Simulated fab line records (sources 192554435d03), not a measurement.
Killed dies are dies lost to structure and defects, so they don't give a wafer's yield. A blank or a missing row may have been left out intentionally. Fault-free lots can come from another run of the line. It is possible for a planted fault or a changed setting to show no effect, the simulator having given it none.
Lot-split experiment :: flow n5Finfet :: 39 wafers read across 7 lots, on a route 1938 steps long

== ABOUT THE SPLIT ==
At N5_PMOS_HMC_CHANNEL_EPI_DEVELOP_08 (develop time 30 s), the setting developTimeS was moved away from the recipe's 30 s on 18 of the 39 wafers read, by -58.0% to +54.4%. For the rest of the wafers, this setting stayed at what the recipe calls for.

Split to reading: the file shows no intervening step.

== THE READING ==
cdNm, in nm, at N5_PMOS_HMC_CHANNEL_EPI_CD_MEAS_09 (target cd 237.4 nm). On this fab line, fault-free wafers typically give 237.7 nm with a standard deviation of 1.1 nm.

wafer: L076.1
tool, chamber at the split: lithoTrack-05, 0
developTimeS as run, s: 30
against the recipe: recipe
cdNm, nm: 239.0
against lot-mates on the recipe: -

wafer: L076.2
tool, chamber at the split: lithoTrack-05, 0
developTimeS as run, s: 30
against the recipe: recipe
cdNm, nm: 239.5
against lot-mates on the recipe: -

wafer: L076.3
tool, chamber at the split: lithoTrack-05, 0
developTimeS as run, s: 46.31
against the recipe: +54.4%
cdNm, nm: 240.3
against lot-mates on the recipe: +1.1

wafer: L076.4
tool, chamber at the split: lithoTrack-05, 0
developTimeS as run, s: 30
against the recipe: recipe
cdNm, nm: 239.0
against lot-mates on the recipe: -

wafer: L076.5
tool, chamber at the split: lithoTrack-05, 0
developTimeS as run, s: 46.31
against the recipe: +54.4%
cdNm, nm: 241.3
against lot-mates on the recipe: +2.1

wafer: L076.6
tool, chamber at the split: lithoTrack-05, 0
developTimeS as run, s: 46.31
against the recipe: +54.4%
cdNm, nm: 242.1
against lot-mates on the recipe: +2.9

wafer: L078.1
tool, chamber at the split: lithoTrack-05, 0
developTimeS as run, s: 16.55
against the recipe: -44.8%
cdNm, nm: 234.4
against lot-mates on the recipe: -2.8

wafer: L078.2
tool, chamber at the split: lithoTrack-05, 0
developTimeS as run, s: 30
against the recipe: recipe
cdNm, nm: 237.1
against lot-mates on the recipe: -

wafer: L078.3
tool, chamber at the split: lithoTrack-05, 0
developTimeS as run, s: 30
against the recipe: recipe
cdNm, nm: 237.3
against lot-mates on the recipe: -

wafer: L078.4
tool, chamber at the split: lithoTrack-05, 0
developTimeS as run, s: 16.55
against the recipe: -44.8%
cdNm, nm: 234.2
against lot-mates on the recipe: -3.0

wafer: L078.5
tool, chamber at the split: lithoTrack-05, 0
developTimeS as run, s: 30
against the recipe: recipe
cdNm, nm: 237.2
against lot-mates on the recipe: -

wafer: L078.6
tool, chamber at the split: lithoTrack-05, 0
developTimeS as run, s: 16.55
against the recipe: -44.8%
cdNm, nm: 232.0
against lot-mates on the recipe: -5.2

wafer: L079.1
tool, chamber at the split: lithoTrack-03, 0
developTimeS as run, s: 36.38
against the recipe: +21.3%
cdNm, nm: 238.5
against lot-mates on the recipe: +1.3

wafer: L079.2
tool, chamber at the split: lithoTrack-03, 0
developTimeS as run, s: 30
against the recipe: recipe
cdNm, nm: 236.9
against lot-mates on the recipe: -

wafer: L079.3
tool, chamber at the split: lithoTrack-03, 0
developTimeS as run, s: 30
against the recipe: recipe
cdNm, nm: 237.2
against lot-mates on the recipe: -

wafer: L079.4
tool, chamber at the split: lithoTrack-03, 0
developTimeS as run, s: 36.38
against the recipe: +21.3%
cdNm, nm: 238.3
against lot-mates on the recipe: +1.1

wafer: L079.5
tool, chamber at the split: lithoTrack-03, 0
developTimeS as run, s: 30
against the recipe: recipe
cdNm, nm: 237.6
against lot-mates on the recipe: -

wafer: L079.6
tool, chamber at the split: lithoTrack-03, 0
developTimeS as run, s: 36.38
against the recipe: +21.3%
cdNm, nm: 238.8
against lot-mates on the recipe: +1.6

wafer: L081.3
tool, chamber at the split: lithoTrack-05, 0
developTimeS as run, s: 30
against the recipe: recipe
cdNm, nm: 238.5
against lot-mates on the recipe: -

wafer: L081.4
tool, chamber at the split: lithoTrack-05, 0
developTimeS as run, s: 30
against the recipe: recipe
cdNm, nm: 237.6
against lot-mates on the recipe: -

wafer: L081.5
tool, chamber at the split: lithoTrack-05, 0
developTimeS as run, s: 30
against the recipe: recipe
cdNm, nm: 237.7
against lot-mates on the recipe: -

wafer: L089.1
tool, chamber at the split: lithoTrack-01, 0
developTimeS as run, s: 30
against the recipe: recipe
cdNm, nm: 237.7
against lot-mates on the recipe: -

wafer: L089.2
tool, chamber at the split: lithoTrack-01, 0
developTimeS as run, s: 12.59
against the recipe: -58.0%
cdNm, nm: 231.5
against lot-mates on the recipe: -6.1

wafer: L089.3
tool, chamber at the split: lithoTrack-01, 0
developTimeS as run, s: 30
against the recipe: recipe
cdNm, nm: 237.6
against lot-mates on the recipe: -

wafer: L089.4
tool, chamber at the split: lithoTrack-01, 0
developTimeS as run, s: 30
against the recipe: recipe
cdNm, nm: 237.6
against lot-mates on the recipe: -

wafer: L089.5
tool, chamber at the split: lithoTrack-01, 0
developTimeS as run, s: 12.59
against the recipe: -58.0%
cdNm, nm: 231.4
against lot-mates on the recipe: -6.2

wafer: L089.6
tool, chamber at the split: lithoTrack-01, 0
developTimeS as run, s: 12.59
against the recipe: -58.0%
cdNm, nm: 232.9
against lot-mates on the recipe: -4.7

wafer: L095.1
tool, chamber at the split: lithoTrack-05, 0
developTimeS as run, s: 30
against the recipe: recipe
cdNm, nm: 238.4
against lot-mates on the recipe: -

wafer: L095.2
tool, chamber at the split: lithoTrack-05, 0
developTimeS as run, s: 13.9
against the recipe: -53.7%
cdNm, nm: 232.6
against lot-mates on the recipe: -5.4

wafer: L095.3
tool, chamber at the split: lithoTrack-05, 0
developTimeS as run, s: 13.9
against the recipe: -53.7%
cdNm, nm: 232.6
against lot-mates on the recipe: -5.4

wafer: L095.4
tool, chamber at the split: lithoTrack-05, 0
developTimeS as run, s: 30
against the recipe: recipe
cdNm, nm: 237.0
against lot-mates on the recipe: -

wafer: L095.5
tool, chamber at the split: lithoTrack-05, 0
developTimeS as run, s: 13.9
against the recipe: -53.7%
cdNm, nm: 232.2
against lot-mates on the recipe: -5.8

wafer: L095.6
tool, chamber at the split: lithoTrack-05, 0
developTimeS as run, s: 30
against the recipe: recipe
cdNm, nm: 238.6
against lot-mates on the recipe: -

wafer: L096.1
tool, chamber at the split: lithoTrack-03, 0
developTimeS as run, s: 12.61
against the recipe: -58.0%
cdNm, nm: 234.5
against lot-mates on the recipe: -3.9

wafer: L096.2
tool, chamber at the split: lithoTrack-03, 0
developTimeS as run, s: 12.61
against the recipe: -58.0%
cdNm, nm: 233.6
against lot-mates on the recipe: -4.8

wafer: L096.3
tool, chamber at the split: lithoTrack-03, 0
developTimeS as run, s: 30
against the recipe: recipe
cdNm, nm: 238.0
against lot-mates on the recipe: -

wafer: L096.4
tool, chamber at the split: lithoTrack-03, 0
developTimeS as run, s: 30
against the recipe: recipe
cdNm, nm: 238.0
against lot-mates on the recipe: -

wafer: L096.5
tool, chamber at the split: lithoTrack-03, 0
developTimeS as run, s: 12.61
against the recipe: -58.0%
cdNm, nm: 231.4
against lot-mates on the recipe: -7.0

wafer: L096.6
tool, chamber at the split: lithoTrack-03, 0
developTimeS as run, s: 30
against the recipe: recipe
cdNm, nm: 239.3
against lot-mates on the recipe: -

FIT RESULTS
A straight line over all 39 wafers: cdNm changes by +0.0834 nm for each +1% of developTimeS; r = +0.94; the points scatter about the line by 0.98 nm.
The same after taking each lot's own level away (the mean of its wafers on the recipe; 39 wafers): +0.0781 nm for each +1%; r = +0.94; scatter 0.95 nm.
The reading moves by 4.5 nm for the largest change in developTimeS, on that fit.
From 237.20 to 239.17 nm: that is the span of the lots' own levels, equal to 1.8 times the standard deviation above.
Consequently the slope shifts little with the lot-to-lot level, the two slopes agreeing.
Check: for one of the wafers moved furthest among these (-58.0%), held out of the fit, the line's prediction against its lot-mates is -4.89 nm. Against them it came out at -6.13 nm.

== THE WHOLE CHAIN: every reading that the file lists as answering this split, in the file's order ==
step: N5_PMOS_HMC_CHANNEL_EPI_CD_MEAS_09
what it does: target cd 237.4 nm
reading: cdNm
change (the file's fit): +0.0828 nm for each +1% of the setting
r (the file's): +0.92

step: N5_PMOS_HMC_CHANNEL_EPI_DESCUM_14
what it does: chemistry O2, time 7.9 s
reading: PMOS_HMC_CHANNEL_EPI.cdNm (the simulator's own value, which no gauge read)
change (the file's fit): +0.0823 nm for each +1% of the setting
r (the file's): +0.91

step: N5_PMOS_HMC_CHANNEL_EPI_ETCH_32
what it does: etches BARC in N2/H2, stops on SiO2, target depth 85.8 nm, time 50.3 s
reading: PMOS_HMC_CHANNEL_EPI.cdNm (the simulator's own value, which no gauge read)
change (the file's fit): +0.0892 nm for each +1% of the setting
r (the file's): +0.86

step: N5_PMOS_HMC_CHANNEL_EPI_HM_OPEN_15
what it does: chemistry CHF3/O2, target SiO2, target depth 40.6 nm, time 20.3 s
reading: PMOS_HMC_CHANNEL_EPI.cdNm (the simulator's own value, which no gauge read)
change (the file's fit): +0.0882 nm for each +1% of the setting
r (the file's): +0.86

== THE FILE'S OWN FIT ==
cdNm changes by +0.0828 nm for each +1% of developTimeS, r = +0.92.
